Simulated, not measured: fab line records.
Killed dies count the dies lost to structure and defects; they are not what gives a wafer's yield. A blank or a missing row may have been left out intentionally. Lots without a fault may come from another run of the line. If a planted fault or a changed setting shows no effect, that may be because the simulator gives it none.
Matching of chambers :: flow nand-harc :: NHARC_P_M1_DEP_33 on pecvd-01: 3 sister chambers
The step deposits SiCN, target thk 30 nm. 6 wafers are shown with their chamber, then 9 later ones without.

## EACH WAFER AND ITS CHAMBER
wafer: L079.2
chamber: 2
heater-power-w (W): 669

wafer: L081.5
chamber: 1
heater-power-w (W): 608

wafer: L081.6
chamber: 0
heater-power-w (W): 586

wafer: L086.2
chamber: 2
heater-power-w (W): 597

wafer: L086.5
chamber: 0
heater-power-w (W): 546

wafer: L086.6
chamber: 1
heater-power-w (W): 579

## WAFERS WITHOUT THEIR CHAMBER
wafer: L087.1
heater-power-w (W): 614

wafer: L087.4
heater-power-w (W): 632

wafer: L087.6
heater-power-w (W): 658

wafer: L088.3
heater-power-w (W): 623

wafer: L088.4
heater-power-w (W): 654

wafer: L088.5
heater-power-w (W): 549

wafer: L097.3
heater-power-w (W): 619

wafer: L097.5
heater-power-w (W): 647

wafer: L097.6
heater-power-w (W): 682

## THE CHAMBER EACH PASSED THROUGH
wafer: L087.1
from the rows above: can't be placed: 2 or 1 or 0
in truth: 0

wafer: L087.4
from the rows above: can't be placed: 2 or 1 or 0
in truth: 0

wafer: L087.6
from the rows above: can't be placed: 2 or 1 or 0
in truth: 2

wafer: L088.3
from the rows above: can't be placed: 2 or 1 or 0
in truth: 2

wafer: L088.4
from the rows above: can't be placed: 2 or 1 or 0
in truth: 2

wafer: L088.5
from the rows above: can't be placed: 0 or 1 or 2
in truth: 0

wafer: L097.3
from the rows above: can't be placed: 2 or 1 or 0
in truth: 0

wafer: L097.5
from the rows above: can't be placed: 2 or 1 or 0
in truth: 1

wafer: L097.6
from the rows above: can't be placed: 2 or 1 or 0
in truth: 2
Placed correctly: 0 of 9. Can't be placed from these rows: 9 (the true chamber is among the candidates in 9). Number placed wrongly: 0.
How it was worked out, from the rows above alone: a wafer's distance from a chamber is the root of the sum, over the readings, of the square of ((its reading less the chamber's mean) divided by the reading's scatter). If the next closest chamber is less than 2 further off than the closest, the wafer can't be placed; otherwise it belongs to the closest. A chamber's mean is the mean of its shown wafers. The scatter is the square root of a quotient: the sum, over the shown wafers, of each reading's squared deviation from its chamber's mean, divided by wafers minus chambers.
